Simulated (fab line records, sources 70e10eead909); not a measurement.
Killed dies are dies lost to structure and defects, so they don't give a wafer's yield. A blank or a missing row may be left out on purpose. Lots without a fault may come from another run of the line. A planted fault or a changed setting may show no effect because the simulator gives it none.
fab line records | flow nand_harc
record lots=13 wafers=39 last_day=33
route steps=1302 shown A_CHANNEL_FILL_D2@619 A_BONDPAD@1231 THIN_TSV@1291 END@1302
lots that met no fault: from a run of the same line without faults
start_h: hours from the record's first day to the start of the lot's first wafer shown | wait_h: hours since the lot's step before | " the same as in the row above | L1.1+2: a row that stands for several wafers | - no value, or no start given | * or withheld: withheld | < > ~ a bound
route shown NAME@n: a module of which the file shows steps, and the number in the route of the first | usual: mean/standard deviation of fault-free wafers | same: alike in all rows | chamber/n: place in a boat | sites: the reading at each site | _std_site: their standard deviation | _edge_site: outer sites' mean less inner sites' | radius_mm: how far each site lies from the wafer's centre | mask NAME#n: copy n | behind: the tool/chamber that last shaped the wafer | hold: why the lot was held/for how many hours/how that ended | device: the transistor (n, p or np) that didn't switch | end of line: the same wafers' tests at the end of the route | a step without rows: its recipe alone | killed: dies lost to structure and defects at the first sort, not the wafer's yield | map: a wafer's dies, x killed, . not, _ none there
set.NAME: the setting as run; set.NAME@STEP: as run at that earlier step | model.NAME: the simulator's own value behind a step, which no gauge read
steps of the route over a sample of lots; a table a step, a row a wafer
services: from which hour (start_h, from the record's first day; less than 0 if before it) a tool's chamber was out of use, for how many hours, and why
## steps
# step NHARC_A_CHANNEL_FILL_D2_ETCHBACK_19
# recipe target_depth_a=50 time_s=1.7 hbr_flow_sccm=150 cl2_flow_sccm=50 rf_w=400 icp_w=400 bias_w=100 chemistry=HBr/Cl2
# usual chamber_pressure_mTorr=15.000/0.014 drypump_motor_current_A=5.8/0.45 mfc_cl2_sccm=50.00/0.14 oes_product_au=1.002/0.012 throttle_valve_pct=26.407/0.0095
# columns lot.wafer tool chamber start_h wait_h chamber_pressure_mTorr drypump_motor_current_A mfc_cl2_sccm oes_product_au rf_hours_counter_h throttle_valve_pct
L685.3 rie_si-01 0 328.71 0.4 14.994 5.6 49.91 1.004 0.94 26.416
L685.1 " 2 " " 14.998 6.2 50.17 0.976 0.90 26.418
L685.6 " 3 " " 15.021 6.2 49.90 1.002 - 26.412
L684.4 rie_si-02 3 333.06 0.4 15.012 5.2 50.07 1.031 0.26 26.403
L684.3 " 0 " " 14.975 5.6 50.15 0.998 0.24 26.421
L684.6 " 1 " " 15.026 5.2 50.11 1.003 - 26.401
L687.2 rie_si-01 3 358.64 0.4 14.990 6.1 49.81 1.000 1.16 26.416
L687.1 " 1 " " 14.989 5.9 49.70 0.968 1.04 26.404
L687.6 " 2 " " 14.990 6.2 49.99 0.974 - 26.398
L689.4 rie_si-03 2 383.06 0.4 15.011 5.6 50.05 1.009 0.69 26.393
L689.1 " 3 " " 14.994 5.7 49.91 0.985 0.75 26.406
L689.2 " 1 " " 14.978 6.7 50.02 0.984 0.71 26.414
L690.3 rie_si-02 0 392.76 0.4 15.015 5.6 49.83 0.996 0.66 26.406
L690.6 " 3 " " 15.017 5.2 49.97 1.024 - 26.407
L690.5 " 0 " " 14.986 5.6 50.08 0.997 - 26.404
L691.3 rie_si-01 2 418.11 0.4 15.000 6.1 50.05 0.999 0.22 26.396
L691.5 " 2 " " 15.003 6.1 50.07 0.997 - 26.418
L691.6 " 3 " " 14.998 6.1 49.99 1.004 - 26.415
L694.1 rie_si-01 1 433.08 0.4 15.038 5.9 50.18 1.010 0.35 26.418
L694.2 " 2 " " 15.001 6.2 50.04 0.997 0.35 26.408
L694.6 " 0 " " 15.038 5.6 49.96 0.992 - 26.404
L695.4 rie_si-01 0 450.11 0.4 14.999 5.6 49.80 0.991 0.42 26.411
L695.6 " 1 " " 15.003 5.9 49.88 0.999 - 26.402
L695.5 " 2 " " 15.009 6.2 50.30 1.003 - 26.415
L696.1 rie_si-01 0 465.89 0.4 14.991 5.6 50.18 0.996 0.45 26.421
L696.4 " 1 " " 14.979 5.9 49.94 1.005 0.47 26.411
L696.6 " 1 " " 15.012 5.9 50.03 1.010 - 26.410
L699.3 rie_si-02 0 485.01 0.4 15.004 5.6 49.93 1.002 0.15 26.410
L699.4 " 1 " " 14.999 5.2 50.04 1.028 - 26.423
L699.6 " 0 " " 15.005 5.6 50.01 0.997 - 26.412
L703.1 rie_si-02 0 538.16 0.4 14.975 5.6 49.92 1.009 0.51 26.385
L703.2 " 1 " " 14.995 5.1 49.92 1.002 0.54 26.409
L703.5 " 2 " " 14.995 6.6 50.21 1.020 - 26.412
L704.4 rie_si-03 2 548.93 0.4 15.003 5.6 50.03 1.014 0.92 26.399
L704.5 " 0 " " 15.014 5.5 50.16 1.010 - 26.407
L704.6 " 1 " " 14.998 6.7 50.07 1.009 - 26.405
L705.2 rie_si-03 2 552.62 0.4 15.002 5.6 49.98 1.002 0.96 26.411
L705.3 " 0 " " 14.982 5.6 49.73 0.991 0.89 26.430
L705.5 " 3 " " 15.005 5.7 50.03 0.986 - 26.394
# step NHARC_A_BONDPAD_CMP_19
# recipe t_overpolish_s=30 cu_recess_touch_s=16 target_thk_nm=169.82
# usual edge_zone_pressure_frac=1.000/0.0055 motor_current_A=11.9/0.89 overpolish_run_s=30.000/0.0099
# columns lot.wafer tool chamber start_h wait_h edge_zone_pressure_frac motor_current_A overpolish_run_s
L685.1 cmp-03 3 535.67 - 1.004 11.9 29.998
L685.3 " 0 " " 0.998 11.2 30.025
L685.6 " 2 " " 1.012 12.4 30.009
L684.4 cmp-03 2 548.76 - 1.001 12.4 29.997
L684.3 " 3 " " 1.001 11.7 30.002
L684.6 " 3 " " 1.006 11.9 30.003
L687.1 cmp-04 2 559.19 - 0.996 11.8 29.997
L687.2 " 3 " " 0.994 12.0 29.991
L687.6 " 2 " " 0.989 12.0 29.991
L690.3 cmp-03 1 604.87 - 0.997 13.1 29.997
L690.6 " 1 " " 0.998 12.4 29.983
L690.5 " 2 " " 1.004 12.5 30.003
L689.1 cmp-04 1 617.57 - 1.000 12.0 30.014
L689.4 " 2 " " 1.002 10.9 29.987
L689.2 " 0 " " 0.993 11.3 29.990
L691.3 cmp-03 2 626.07 - 1.005 12.4 30.003
L691.6 " 2 " " 1.013 12.1 29.973
L691.5 " 3 " " 0.996 12.2 30.009
L694.1 cmp-03 3 644.46 - 1.005 12.0 30.003
L694.2 " 0 " " 0.997 11.6 29.993
L694.6 " 0 " " 1.007 11.6 30.010
L695.5 cmp-03 3 657.25 - 1.002 12.1 30.003
L695.6 " 0 " " 0.994 11.6 29.998
L696.4 cmp-02 1 658.72 - 0.992 9.6 30.012
L696.6 " 0 " " 0.992 12.9 30.002
L699.3 cmp-04 3 699.33 - 1.002 12.6 29.997
L699.4 " 0 " " 0.993 11.5 30.000
L699.6 " 2 " " 1.003 10.9 29.998
L703.2 cmp-02 0 751.66 - 1.010 12.3 29.994
L703.1 " 2 " " 0.998 12.1 29.996
L703.5 " 3 " " 0.995 12.1 30.009
L705.2 cmp-04 2 756.81 - 0.992 11.7 30.007
L705.3 " 0 " " 1.001 11.4 29.989
L705.5 " 2 " " 0.995 11.5 29.998
L704.4 cmp-02 3 759.95 - 0.996 11.9 29.999
L704.6 " 0 " " 1.000 12.2 29.997
L704.5 " 1 " " 0.995 10.1 30.000
# step NHARC_THIN_TSV_CD_MEAS_33
# recipe target_cd_nm=5000 landing_energy_ev=500
# usual cd_nm=4999.3/1.9
# columns lot.wafer tool chamber start_h wait_h cd_nm
L685.1 cd_sem-03 0 554.11 - 5003.4
L685.3 " 0 " " 5000.2
L685.6 " 0 " " 4998.2
L684.3 cd_sem-02 0 569.54 - 5000.8
L684.4 " 0 " " 4998.9
L684.6 " 0 " " 5001.8
L687.1 cd_sem-02 0 578.25 - 5000.7
L687.2 " 0 " " 4999.2
L687.6 " 0 " " 4997.4
L690.3 cd_sem-03 0 623.98 - 4994.6
L690.5 " 0 " " 4997.7
L690.6 " 0 " " 4997.0
L689.1 cd_sem-01 0 637.69 - 5001.8
L689.2 " 0 " " 5000.5
L689.4 " 0 " " 4999.3
L691.3 cd_sem-02 0 642.42 - 4996.9
L691.5 " 0 " " 4995.2
L691.6 " 0 " " 4999.1
L694.1 cd_sem-01 0 663.52 - 4996.2
L694.2 " 0 " " 4997.3
L694.6 " 0 " " 4998.6
L695.5 cd_sem-01 0 676.34 - 5000.4
L695.6 " 0 " " 4999.1
L696.4 cd_sem-01 0 677.61 - 4995.6
L696.6 " 0 " " 4995.3
L699.3 cd_sem-01 0 718.06 - 5001.1
L699.4 " 0 " " 4997.1
L699.6 " 0 " " 4997.9
L703.1 cd_sem-01 0 771.88 - 4999.4
L703.2 " 0 " " 4999.2
L703.5 " 0 " " 4996.4
L705.2 cd_sem-01 0 776.21 - 4999.0
L705.3 " 0 " " 5000.9
L705.5 " 0 " " 4998.6
L704.4 cd_sem-01 0 778.42 - 4997.3
L704.5 " 0 " " 5000.6
L704.6 " 0 " " 5000.9
# step NHARC_THIN_TSV_INSPECT_40
# usual raw_defect_count=569/100
# columns lot.wafer tool chamber start_h wait_h raw_defect_count
L685.1 defect_inspect-01 - 560.21 0.4 488
L685.3 " - " " 499
L685.6 " - " " 667
L684.3 defect_inspect-01 - 575.58 0.4 448
L684.4 " - " " 558
L684.6 " - " " 495
L687.1 defect_inspect-02 - 583.24 0.4 542
L687.2 " - " " 617
L687.6 " - " " 577
L690.3 defect_inspect-02 - 630.11 0.4 581
L690.5 " - " " 560
L690.6 " - " " 653
L689.1 defect_inspect-01 - 644.31 0.4 585
L689.2 " - " " 498
L689.4 " - " " 773
L691.3 defect_inspect-01 - 651.77 0.4 426
L691.5 " - " " 396
L691.6 " - " " 362
L694.1 defect_inspect-02 - 669.57 0.4 521
L694.2 " - " " 576
L694.6 " - " " 632
L695.5 defect_inspect-01 - 682.49 0.4 678
L695.6 " - " " 756
L696.4 defect_inspect-01 - 682.49 0.4 437
L696.6 " - " " 471
L699.3 defect_inspect-01 - 724.08 0.4 809
L699.4 " - " " 662
L699.6 " - " " 510
L703.1 defect_inspect-01 - 778.45 0.4 609
L703.2 " - " " 577
L703.5 " - " " 412
L705.2 defect_inspect-01 - 782.23 0.4 466
L705.3 " - " " 455
L705.5 " - " " 467
L704.4 defect_inspect-01 - 782.24 0.4 574
L704.5 " - " " 527
L704.6 " - " " 560
# step NHARC_END_SORT_01
# recipe temp_c=25
# usual killed_at_array=52/18 killed_at_other=1.2/1.5 killed_at_periphery=4/3.2 killed_dies=57/17 killed_open=3.1/1.9 killed_short=2.5/1.7
# same gross_dies=677
# columns lot.wafer tool chamber start_h wait_h killed_at_array killed_at_other killed_at_periphery killed_dies killed_open killed_short
L696.1 prober-01 0 685.50 2.5 664 0 13 677 2 3
L696.4 prober-01 0 687.92 3.4 19 0 14 33 4 3
L696.6 prober-01 0 689.52 4.0 21 1 15 37 2 2
L695.4 prober-02 0 687.94 3.4 674 0 3 677 2 1
L695.5 prober-02 0 688.74 3.7 70 0 5 75 0 2
L695.6 prober-02 0 689.54 4.0 68 0 2 70 7 3
# killed by level:class
L696.1 A_CHANNEL_FILL_D2:area_etchback=635 A_CHANNEL_HOLE_D1:chamber_film_flake=14 P_GATE:chamber_film_flake=6 A_SLIT:chamber_film_flake=5 P_M0:chamber_film_flake=2 P_BONDPAD:chamber_film_flake=2 A_DECK1_JOINT:chamber_film_flake=2 A_WL_FILL:chamber_film_flake=2
L696.4 P_GATE:chamber_film_flake=7 A_CHANNEL_HOLE_D1:chamber_film_flake=5 P_M0:chamber_film_flake=3 A_CHANNEL_FILL_D1:chamber_film_flake=3 A_SLIT:chamber_film_flake=3 P_STI:geometric_particle:open=1 A_ONON_D1:geometric_particle:short=1 A_ONON_D1:geometric_particle:open=1
L695.4 A_CHANNEL_FILL_D2:area_etchback=609 A_SLIT:chamber_film_flake=30 A_CHANNEL_HOLE_D1:chamber_film_flake=28 A_CONTACT:chamber_film_flake=3 P_GATE:chamber_film_flake=2 A_ONON_D2:geometric_particle:short=1 A_ONON_D2:geometric_particle:open=1 A_M0:geometric_particle:open=1
L695.5 A_CHANNEL_HOLE_D1:chamber_film_flake=38 A_SLIT:chamber_film_flake=25 P_GATE:chamber_film_flake=4 A_ZERO_WELL:chamber_film_flake=3 A_STAIRCASE:chamber_film_flake=3 P_M0:geometric_particle:short=1 A_ONON_D1:geometric_particle:short=1
L696.6 A_CHANNEL_HOLE_D1:chamber_film_flake=7 P_BONDPAD:chamber_film_flake=5 P_M0:chamber_film_flake=4 P_STI:chamber_film_flake=3 A_WL_FILL:chamber_film_flake=3 A_CONTACT:chamber_film_flake=3 A_SLIT:chamber_film_flake=2 A_CHANNEL_FILL_D1:chamber_film_flake=2
L695.6 A_SLIT:chamber_film_flake=27 A_CHANNEL_HOLE_D1:chamber_film_flake=26 A_ONON_D2:geometric_particle:open=3 A_ZERO_WELL:chamber_film_flake=3 A_BLC:geometric_particle:open=2 A_CONTACT:chamber_film_flake=2 A_CHANNEL_FILL_D1:geometric_particle:open=1 A_ONON_D2:geometric_particle:short=1
## services
# columns tool chamber start_h hours kind
cmp-04 - 307.60 4.0 pm
cmp-03 - 353.78 1.9 repair
cmp-04 - 355.32 3.1 repair
cmp-03 - 358.12 4.0 pm
rie_si-01 - 370.00 9.0 pm
cmp-04 - 405.60 4.0 pm
rie_si-02 0 415.83 2.7 repair
cmp-04 - 423.78 2.1 repair
cmp-03 - 431.83 1.8 repair
cmp-04 - 450.57 0.8 repair
cmp-03 - 456.12 4.0 pm
cmp-03 - 522.90 6.1 repair
cmp-03 - 529.57 0.8 repair
rie_si-01 - 547.00 9.0 pm
cmp-03 - 554.12 4.0 pm
rie_si-01 1 556.92 10.1 repair
rie_si-01 0 596.78 34.1 repair
rie_si-01 3 623.27 1.1 repair
cmp-03 - 652.12 4.0 pm
rie_si-01 - 724.00 9.0 pm
cmp-03 - 736.72 2.5 repair
cmp-03 - 750.12 4.0 pm
rie_si-01 3 757.40 3.2 repair
rie_si-01 0 759.31 22.1 repair
## key
first_sign step=NHARC_END_SORT_01 reading=killed_dies direction=up sigmas=36 usual=57 struck=677
effect step=NHARC_END_SORT_01 reading=killed_at_array direction=up sigmas=35 usual=52 struck=669
more_kills_born_at NHARC_A_CHANNEL_FILL_D2_ETCHBACK_19@rie_si-01=1244
met_at NHARC_A_CHANNEL_FILL_D2_ETCHBACK_19
struck_lots L695,L696
struck_wafers L695.4,L696.1
later_rows_left_out L695.4,L696.1
tester_left_out L695,L696
not_acting_at NHARC_A_BONDPAD_CMP_19,NHARC_THIN_TSV_CD_MEAS_33,NHARC_THIN_TSV_INSPECT_40
onset_between 433.08 450.11
fault kind=process_parameter_drift tool=rie_si-01 chamber=0 onset_h=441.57 steps=NHARC_A_CHANNEL_FILL_D2_ETCHBACK_19 channel=time_s offset=* shape=step end_h=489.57 acts_in=* stated=*
# tester_left_out: of these lots the tester's yield and bins aren't shown, on N5 and GAA mostly nor the transistor test; their killed dies are dies lost to structure and defects alone, not to doping, threshold or leakage, so they don't give the yield
# later_rows_left_out: the simulator's readings of these wafers behind a module that went badly wrong aren't trusted and aren't shown, but for the sort
